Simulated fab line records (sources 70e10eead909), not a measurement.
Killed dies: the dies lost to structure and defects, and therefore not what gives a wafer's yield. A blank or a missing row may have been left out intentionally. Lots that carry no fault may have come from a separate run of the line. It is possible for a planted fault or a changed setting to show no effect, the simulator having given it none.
Struck lot and sound lot, side by side / flow nand_harc / 13 steps out of a route of 1302
Sound: the wafers L485.2, L485.3, L485.5. Wafers struck: L491.1, L491.2, L491.3. Last of all comes the cause.
Per side, at each step with rows, come the tool, then ch with its chambers, and then its first start. Under that, the readings that differ: sound wafers / struck wafers / difference of the means / sigmas: that difference in standard deviations of wafers without a fault.
alike: words and numbers the same on both sides, and readings whose means are apart by under 2 such deviations; not compared: readings that were withheld, readings missing a value for some wafer, numbers with overlapping values and no deviation given by the record, and bounds like >300 which may hide the same value.
Wherever a step has rows on one side only, a row that says differs or no value, or a row with sigmas, the two part there. When numbers do not overlap yet have no deviation, they are printed without sigmas and do not part them. A reading missing from all wafers of one side parts the sides only when that side holds two or more wafers.

NHARC_A_SLIT_ETCH_29: etches the open film in CF4/O2, target depth 100 nm, overetch 10 nm, time 55 s.
  sound on rie_diel-08 ch 0,1,3, day 23 00:34; struck on rie_diel-11 ch 0,1,2, day 26 06:49
  alike: bias_w, drypump_motor_current_A, oes_product_au, rf_vpp_V, showerhead_plenum_p_Torr, throttle_valve_pct
  not compared: rf_hours_counter_h
NHARC_A_SLIT_STRIP_18: strips in O2.
  sound on rie_diel-08 ch 0,3; struck on rie_diel-11 ch 0,1,2
  alike: drypump_motor_current_A, oes_product_au, rf_vpp_V, showerhead_plenum_p_Torr, throttle_valve_pct
  not compared: rf_hours_counter_h
then, 2 steps without rows for these wafers: NHARC_A_SLIT_PRECLEAN_19 (cleans in SC1); NHARC_A_SLIT_SRD_20.
NHARC_A_SLIT_CD_MEAS_21:
  sound on cd_sem-02 at day 23 01:05; struck on cd_sem-02 at day 26 07:22
  alike: cd_nm
then, 3 steps without rows for these wafers: NHARC_A_SIN_REMOVE_WET_00 (chemistry H3PO4, time 15300 s); NHARC_A_SIN_REMOVE_PRECLEAN_01 (cleans in SC1); NHARC_A_SIN_REMOVE_SRD_02.
NHARC_A_SIN_REMOVE_INSPECT_04:
  sound on defect_inspect-02 at day 23 07:23; struck on defect_inspect-01 at day 26 15:08
  alike: raw_defect_count
NHARC_A_WL_FILL_ALD_00: deposits Al2O3, target thk 3 nm, pulse time 3 s, ald cycles 30.
  sound on ald_hk-03 ch 1,2,3, day 23 07:49; struck on ald_hk-03 ch 0,1,3, day 26 15:15
  alike: ald_cycles, heater_power_w, precursor_pulse_height_rel
NHARC_A_WL_FILL_RTA_01: time 5 s.
  sound on rtp_anneal-02 ch 0, day 23 08:02; struck on rtp_anneal-01 ch 0, day 26 15:38
reading=lamp_power_pct (%); sound=25.7 25.7 25.7; struck=28.4 28.4 28.4; difference=+2.7; sigmas=+2
reading=lamp_zone_1_pct (%); sound=25.7 25.7 25.7; struck=28.3 28.4 28.4; difference=+2.7; sigmas=+2
reading=lamp_zone_3_pct (%); sound=25.7 25.7 25.7; struck=28.3 28.3 28.3; difference=+2.6; sigmas=+2
  alike: wafer_temp_C_max
NHARC_A_WL_FILL_ALD_02: deposits TiN, target thk 2 nm, pulse time 3 s, ald cycles 100.
  sound on ald_metal-01 ch 1,2,3, day 23 08:16; struck on ald_metal-01 ch 0,1,3, day 26 15:51
reading=ald_cycles; sound=100 100 100; struck=61 61 61; difference=-39; sigmas=
  alike: heater_power_w, precursor_pulse_height_rel
-- the record jumps here: 4 days lie between the struck wafers' starts before and after (it left off in module A_WL_FILL and takes up again in module END, whose first step shown is number 1302 of the route) --
NHARC_END_SORT_01:
  sound on prober-01 ch 0, day 27 10:02; struck on prober-02 ch 0, day 30 20:44
reading=killed_at_array; sound=94 87 104; struck=194 180 230; difference=+106; sigmas=+5
reading=killed_dies; sound=99 88 110; struck=200 183 232; difference=+106; sigmas=+6
  alike: killed_at_other, killed_at_periphery, killed_open, killed_short

## WHERE THEY PART
Last at NHARC_END_SORT_01 as far as this record goes, first at NHARC_A_WL_FILL_RTA_01.

WHY: what the simulator had put in
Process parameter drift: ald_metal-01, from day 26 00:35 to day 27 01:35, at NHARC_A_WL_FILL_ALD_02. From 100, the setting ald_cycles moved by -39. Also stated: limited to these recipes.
